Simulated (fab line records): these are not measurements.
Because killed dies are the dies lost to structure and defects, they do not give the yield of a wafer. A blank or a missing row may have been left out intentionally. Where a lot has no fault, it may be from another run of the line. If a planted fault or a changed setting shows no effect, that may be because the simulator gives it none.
Which of the tools did it?	flow n5-finfet	72 wafers from 24 lots sampled at 5 of the route's 1938 steps

== WHAT THE GAUGES READ, wafer by wafer ==
N5_STI_FIN_REVEAL_THK_MEAS_05.
lot	measured	on	thk-nm (nm)
L074	day 2 09:25	film-metro-01	133.0 131.9 132.7
L075	day 2 17:13	film-metro-01	132.1 132.7 132.8
L076	day 2 21:27	film-metro-02	130.9 132.7 130.9
L077	day 3 03:43	film-metro-02	132.0 130.4 132.4
L078	day 3 09:31	film-metro-02	132.4 132.1 131.1
L079	day 3 14:24	film-metro-01	133.9 132.8 132.8
L080	day 3 21:52	film-metro-01	131.3 132.2 130.6
L081	day 4 02:41	film-metro-01	131.7 131.6 132.3
L082	day 4 09:05	film-metro-02	131.0 132.6 131.8
L083	day 4 16:59	film-metro-01	132.0 131.4 132.6
L084	day 4 22:32	film-metro-01	132.4 131.5 130.9
L085	day 5 05:29	film-metro-02	130.8 131.1 133.0
L086	day 5 11:14	film-metro-02	131.6 132.2 132.0
L087	day 5 15:38	film-metro-01	133.2 132.7 133.5
L088	day 5 23:23	film-metro-02	134.3 134.1 135.5
L089	day 6 04:43	film-metro-01	130.3 130.8 131.4
L090	day 6 10:01	film-metro-02	134.1 135.5 133.1
L091	day 6 14:53	film-metro-01	133.3 133.8 132.8
L092	day 6 21:15	film-metro-01	130.5 131.5 131.6
L093	day 7 04:47	film-metro-02	131.1 131.5 131.7
L094	day 7 09:50	film-metro-02	132.7 133.2 131.6
L095	day 7 15:32	film-metro-01	132.5 133.2 133.2
L096	day 7 21:52	film-metro-02	131.7 132.6 131.8
L097	day 8 03:14	film-metro-01	133.4 132.4 132.3

== WHICH TOOL RAN EACH LOT (tool, then ch and the chambers of the sampled wafers, then the start) ==
lot	N5_FIN_SAQP_ETCH_69	N5_FIN_SAQP_ETCH_67	N5_FIN_SAQP_HM_OPEN_33	N5_STI_FIN_REVEAL_ALD_14
L074	rie-diel-03 ch 0,2, day 2 00:28	rie-diel-03 ch 0,2, day 2 00:32	rie-diel-03 ch 0,1,3, day 2 01:22	ald-sin-01 ch 0,3, day 2 04:04
L075	rie-diel-01 ch 0,3, day 2 08:02	rie-diel-01 ch 0,3, day 2 08:05	rie-diel-03 ch 0,3, day 2 09:17	ald-sin-01 ch 0,1,3, day 2 11:52
L076	rie-diel-01 ch 0,3, day 2 12:53	rie-diel-01 ch 0,3, day 2 12:56	rie-diel-03 ch 0,2,3, day 2 13:46	ald-sin-01 ch 0,1,2, day 2 16:06
L077	rie-diel-03 ch 2,3, day 2 19:17	rie-diel-03 ch 2,3, day 2 19:21	rie-diel-03 ch 0,1,3, day 2 20:10	ald-sin-02 ch 0,3, day 2 22:23
L078	rie-diel-06 ch 0,2,3, day 3 00:49	rie-diel-06 ch 0,2,3, day 3 00:52	rie-diel-06 ch 0,2,3, day 3 01:44	ald-sin-01 ch 0,1,2, day 3 04:11
L079	rie-diel-03 ch 0,1,2, day 3 06:02	rie-diel-03 ch 0,1,2, day 3 06:06	rie-diel-01 ch 1,2, day 3 06:55	ald-sin-02 ch 0,1,2, day 3 08:59
L080	rie-diel-03 ch 0,1,3, day 3 13:27	rie-diel-03 ch 0,1,3, day 3 13:31	rie-diel-03 ch 0,1,3, day 3 14:26	ald-sin-01 ch 0,1,3, day 3 16:32
L081	rie-diel-03 ch 1,2,3, day 3 18:23	rie-diel-03 ch 1,2,3, day 3 18:27	rie-diel-01 ch 1,2, day 3 19:16	ald-sin-02 ch 0,2,3, day 3 21:20
L082	rie-diel-06 ch 0,1,2, day 4 00:48	rie-diel-06 ch 0,1,2, day 4 00:52	rie-diel-03 ch 1,2, day 4 01:43	ald-sin-03 ch 0,3, day 4 03:46
L083	rie-diel-03 ch 0,2,3, day 4 08:22	rie-diel-03 ch 0,2,3, day 4 08:26	rie-diel-01 ch 0,1,2, day 4 09:16	ald-sin-01 ch 0,2,3, day 4 11:38
L084	rie-diel-03 ch 0,1,3, day 4 13:29	rie-diel-03 ch 0,1,3, day 4 13:33	rie-diel-03 ch 0,1,2, day 4 15:10	ald-sin-03 ch 2,3, day 4 17:13
L085	rie-diel-06 ch 1,2, day 4 19:47	rie-diel-06 ch 1,2, day 4 19:50	rie-diel-06 ch 1,2, day 4 21:35	ald-sin-01 ch 0,1,2, day 5 00:09
L086	rie-diel-01 ch 0,1,2, day 5 02:50	rie-diel-01 ch 0,1,2, day 5 02:53	rie-diel-03 ch 0,1,3, day 5 03:49	ald-sin-01 ch 0,1,3, day 5 05:54
L087	rie-diel-03 ch 0,1,3, day 5 06:40	rie-diel-03 ch 0,1,3, day 5 06:43	rie-diel-06 ch 1,2,3, day 5 07:32	ald-sin-01 ch 1,2,3, day 5 10:17
L088	rie-diel-03 ch 0,1,3, day 5 14:41	rie-diel-03 ch 0,1,3, day 5 14:45	rie-diel-03 ch 0,2,3, day 5 16:05	ald-sin-02 ch 1,2,3, day 5 18:03
L089	rie-diel-03 ch 0,1, day 5 19:57	rie-diel-03 ch 0,1, day 5 20:01	rie-diel-06 ch 0,1,3, day 5 20:51	ald-sin-02 ch 0,2, day 5 23:22
L090	rie-diel-03 ch 0,1, day 6 01:35	rie-diel-03 ch 0,1, day 6 01:39	rie-diel-03 ch 1,2, day 6 02:36	ald-sin-03 ch 0,1,2, day 6 04:40
L091	rie-diel-06 ch 0,1,2, day 6 06:37	rie-diel-06 ch 0,1,2, day 6 06:41	rie-diel-01 ch 0,2, day 6 07:31	ald-sin-03 ch 0,1, day 6 09:33
L092	rie-diel-03 ch 1,2, day 6 12:52	rie-diel-03 ch 1,2, day 6 12:55	rie-diel-06 ch 1,3, day 6 13:44	ald-sin-01 ch 2,3, day 6 15:54
L093	rie-diel-03 ch 0,2,3, day 6 19:25	rie-diel-03 ch 0,2,3, day 6 19:29	rie-diel-03 ch 0,1,3, day 6 20:44	ald-sin-02 ch 0,1,3, day 6 23:26
L094	rie-diel-01 ch 0,1,3, day 7 01:25	rie-diel-01 ch 0,1,3, day 7 01:29	rie-diel-03 ch 0,1,3, day 7 02:21	ald-sin-02 ch 0,1,3, day 7 04:31
L095	rie-diel-03 ch 1,2,3, day 7 07:22	rie-diel-03 ch 1,2,3, day 7 07:25	rie-diel-06 ch 0,2,3, day 7 08:14	ald-sin-02 ch 0,2, day 7 10:13
L096	rie-diel-03 ch 0,1,2, day 7 13:26	rie-diel-03 ch 0,1,2, day 7 13:29	rie-diel-01 ch 0,3, day 7 14:26	ald-sin-02 ch 2,3, day 7 16:32
L097	rie-diel-03 ch 0,1,2, day 7 18:37	rie-diel-03 ch 0,1,2, day 7 18:41	rie-diel-06 ch 0,3, day 7 19:30	ald-sin-03 ch 1,3, day 7 21:53
- N5_FIN_SAQP_ETCH_69: etches SOC in N2/H2, stops on SiNx, target depth 150 nm.
- N5_FIN_SAQP_ETCH_67: etches SiNx in CH3F/O2, target depth 30 nm.
- N5_FIN_SAQP_HM_OPEN_33: chemistry CH3F/O2, target SiNx, target depth 49.4 nm, time 70.6 s.
- N5_STI_FIN_REVEAL_ALD_14: deposits Si3N4, target thk 3 nm.

== AS READ BY THE TOOLS THEMSELVES (means over the sampled wafers that have a number; for cases with no such wafer, the mark the record gives instead) ==
N5_FIN_SAQP_ETCH_69.
lot	tool	drypump-motor-current-A (A)	n2-flow-sccm (sccm)	oes-product-au (a.u.)	rf-vpp-V (V)	showerhead-plenum-p-Torr (Torr)	throttle-valve-pct (%)
L074	rie-diel-03	6.1	200.1	0.74	240.9	2.58	17.97
L075	rie-diel-01	5.9	200.2	0.83	240.7	2.59	17.71
L076	rie-diel-01	6.2	199.8	0.89	241.9	2.66	17.57
L077	rie-diel-03	5.8	200.6	0.72	239.1	2.49	17.94
L078	rie-diel-06	5.1	200.2	0.82	240.8	2.54	17.88
L079	rie-diel-03	5.6	199.6	0.77	240.7	2.51	17.76
L080	rie-diel-03	5.7	200.0	0.75	242.0	2.57	17.80
L081	rie-diel-03	5.5	199.7	0.75	241.1	2.50	17.75
L082	rie-diel-06	5.2	199.6	0.80	240.8	2.57	17.90
L083	rie-diel-03	6.0	200.4	0.71	239.8	2.56	18.01
L084	rie-diel-03	5.6	199.8	0.74	240.6	2.57	17.81
L085	rie-diel-06	5.3	200.5	0.82	241.8	2.53	17.75
L086	rie-diel-01	5.5	200.2	0.74	241.3	2.57	18.02
L087	rie-diel-03	5.6	199.7	0.73	241.5	2.56	17.82
L088	rie-diel-03	5.7	199.8	0.73	240.7	2.56	17.82
L089	rie-diel-03	5.3	199.4	0.78	240.6	2.52	17.59
L090	rie-diel-03	5.3	199.7	0.78	240.9	2.52	17.60
L091	rie-diel-06	5.2	200.5	0.78	240.3	2.56	17.94
L092	rie-diel-03	5.1	199.7	0.78	240.1	2.45	17.56
L093	rie-diel-03	6.0	200.0	0.80	241.1	2.55	17.91
L094	rie-diel-01	5.9	200.1	0.76	240.3	2.57	17.82
L095	rie-diel-03	5.5	200.5	0.82	240.5	2.49	17.66
L096	rie-diel-03	5.6	200.1	0.73	240.2	2.50	17.81
L097	rie-diel-03	5.7	199.9	0.73	240.0	2.50	17.82

N5_FIN_SAQP_ETCH_67.
lot	tool	drypump-motor-current-A (A)	oes-product-au (a.u.)	rf-vpp-V (V)	showerhead-plenum-p-Torr (Torr)	throttle-valve-pct (%)
L074	rie-diel-03	6.1	0.75	298.5	2.02	16.48
L075	rie-diel-01	5.9	0.83	299.5	2.04	16.29
L076	rie-diel-01	6.2	0.90	301.4	2.08	16.11
L077	rie-diel-03	5.8	0.73	298.3	1.97	16.55
L078	rie-diel-06	5.1	0.83	298.1	1.99	16.23
L079	rie-diel-03	5.6	0.78	298.6	1.98	16.32
L080	rie-diel-03	5.6	0.76	298.7	2.03	16.38
L081	rie-diel-03	5.5	0.76	297.7	1.98	16.38
L082	rie-diel-06	5.2	0.81	298.1	2.02	16.39
L083	rie-diel-03	6.0	0.71	299.2	2.01	16.57
L084	rie-diel-03	5.7	0.75	299.1	2.03	16.39
L085	rie-diel-06	5.3	0.83	302.1	2.01	16.34
L086	rie-diel-01	5.5	0.74	294.7	2.02	16.55
L087	rie-diel-03	5.6	0.74	298.1	2.02	16.40
L088	rie-diel-03	5.6	0.74	299.4	2.02	16.40
L089	rie-diel-03	5.3	0.78	298.1	1.99	16.19
L090	rie-diel-03	5.3	0.78	297.2	1.99	16.20
L091	rie-diel-06	5.2	0.79	297.4	2.01	16.42
L092	rie-diel-03	5.1	0.78	298.2	1.94	16.21
L093	rie-diel-03	5.9	0.81	298.9	2.01	16.46
L094	rie-diel-01	6.0	0.76	297.4	2.02	16.37
L095	rie-diel-03	5.5	0.83	298.6	1.97	16.29
L096	rie-diel-03	5.6	0.74	297.9	1.97	16.39
L097	rie-diel-03	5.6	0.74	298.1	1.97	16.40

N5_FIN_SAQP_HM_OPEN_33.
lot	tool	drypump-motor-current-A (A)	etch-rf-on-time-s (s)	oes-product-au (a.u.)	rf-vpp-V (V)	showerhead-plenum-p-Torr (Torr)	throttle-valve-pct (%)
L074	rie-diel-03	5.6	70.3	0.66	299	2.03	16.33
L075	rie-diel-03	6.1	68.8	0.62	298	2.07	16.52
L076	rie-diel-03	5.9	69.5	0.62	299	2.02	16.52
L077	rie-diel-03	5.6	68.5	0.65	298	2.03	16.35
L078	rie-diel-06	5.1	68.6	0.72	299	1.99	16.22
L079	rie-diel-01	5.5	71.0	0.63	292	2.03	16.51
L080	rie-diel-03	5.6	69.7	0.65	298	2.03	16.36
L081	rie-diel-01	5.3	68.6	0.66	292	2.07	16.54
L082	rie-diel-03	5.5	69.8	0.66	298	1.93	16.34
L083	rie-diel-01	5.5	71.2	0.64	294	2.02	16.52
L084	rie-diel-03	5.6	67.6	0.66	298	1.98	16.33
L085	rie-diel-06	5.3	69.4	0.72	303	1.97	16.33
L086	rie-diel-03	5.6	69.0	0.63	298	2.02	16.39
L087	rie-diel-06	5.2	69.0	0.72	302	1.97	16.18
L088	rie-diel-03	6.0	70.7	0.60	299	2.01	16.56
L089	rie-diel-06	5.1	68.9	0.68	298	2.01	16.25
L090	rie-diel-03	5.5	69.7	0.64	298	1.93	16.36
L091	rie-diel-01	5.5	69.5	0.65	297	2.02	16.54
L092	rie-diel-06	5.2	68.7	0.70	303	2.00	16.19
L093	rie-diel-03	5.6	69.2	0.72	298	2.02	16.25
L094	rie-diel-03	5.6	68.5	0.71	298	2.02	16.26
L095	rie-diel-06	5.1	68.8	0.68	297	1.97	16.29
L096	rie-diel-01	6.2	69.4	0.70	301	2.07	16.16
L097	rie-diel-06	5.0	69.2	0.68	297	1.97	16.14

N5_STI_FIN_REVEAL_ALD_14.
lot	tool	heater-power-w (W)
L074	ald-sin-01	799
L075	ald-sin-01	841
L076	ald-sin-01	908
L077	ald-sin-02	993
L078	ald-sin-01	904
L079	ald-sin-02	772
L080	ald-sin-01	843
L081	ald-sin-02	894
L082	ald-sin-03	840
L083	ald-sin-01	895
L084	ald-sin-03	886
L085	ald-sin-01	892
L086	ald-sin-01	842
L087	ald-sin-01	935
L088	ald-sin-02	850
L089	ald-sin-02	839
L090	ald-sin-03	864
L091	ald-sin-03	835
L092	ald-sin-01	932
L093	ald-sin-02	884
L094	ald-sin-02	876
L095	ald-sin-02	838
L096	ald-sin-02	980
L097	ald-sin-03	849

== THE ANSWER, worked out from the rows above alone ==
Rule: what is usual is taken from the lots themselves. The widest of any qualifying gaps counts: lots, ordered by their means at a reading, are off when they make up no more than a third of the lots, leave a main group of 4 or more, and stand apart from it by 3 or more times the standard deviation of that group's means. A main group is skipped when, at the precision printed for the reading in the tables above, its means are all equal. A lot without any number at a reading at which 4 lots or more have one is off too. Any other lot the step has rows for is counted as sound. Order of review: gauges by route order, followed by the tools' own readings, for which a lot's mean as printed above is used. The first step at which some lot is off is used, and at that step the reading that is off furthest; a lot without a number counts as furthest.
Across all readings shown, no lot is off: no conclusion can be drawn from this.

== WHAT HAD BEEN PUT IN BY THE SIMULATOR ==
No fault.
